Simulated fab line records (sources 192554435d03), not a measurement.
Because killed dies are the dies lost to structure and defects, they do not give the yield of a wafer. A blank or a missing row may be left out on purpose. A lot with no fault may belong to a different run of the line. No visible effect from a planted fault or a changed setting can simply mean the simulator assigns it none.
Matching of chambers    flow n5 finfet    rie si-06 running N5_BEOL_M0_SAQP_MANDREL1_REMOVE_100: 4 sister chambers
The step chemistry HBr/Cl2/O2, target a-Si, stops on SiNx, bt time 10 s. 8 wafers are shown with their chamber, then 9 later ones without.

## WAFERS PAIRED WITH THEIR CHAMBERS
wafer   chamber  drypump motor current A (A)  throttle valve pct (%)
L080.3  1        6.3                          36.72
L082.6  3        5.2                          36.83
L085.2  3        5.2                          36.85
L085.4  0        5.8                          36.94
L085.5  0        5.8                          36.94
L089.4  2        5.7                          36.90
L089.5  1        6.4                          36.73
L089.6  2        5.7                          36.88

## WAFERS WITH NO CHAMBER GIVEN
wafer   drypump motor current A (A)  throttle valve pct (%)
L088.2  5.7                          36.91
L088.5  5.7                          36.92
L088.6  5.2                          36.86
L090.1  5.7                          36.92
L090.3  5.2                          36.82
L090.5  5.7                          36.88
L095.1  5.8                          36.91
L095.3  5.9                          36.94
L095.4  5.2                          36.85

## WHICH CHAMBER EACH WENT THROUGH
wafer   from the rows above      in truth
L088.2  2                        2
L088.5  can't be placed: 2 or 0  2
L088.6  3                        3
L090.1  can't be placed: 2 or 0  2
L090.3  3                        3
L090.5  2                        2
L095.1  can't be placed: 0 or 2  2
L095.3  0                        0
L095.4  3                        3
Placed correctly: 6 of 9. Can't be placed from these rows: 3 (the true chamber is among the candidates in 3). Wrongly placed: 0.
How it was worked out, from the rows above alone: a wafer's distance from a chamber is the root of the sum, over the readings, of the square of ((its reading less the chamber's mean) divided by the reading's scatter). The wafer belongs to the nearest chamber; if the next one is less than 2 further off, it can't be placed. A chamber's mean is the mean of its shown wafers. The scatter: take each reading less its chamber's mean, square it, sum over the shown wafers, divide by the number of wafers less the number of chambers, and take the root.
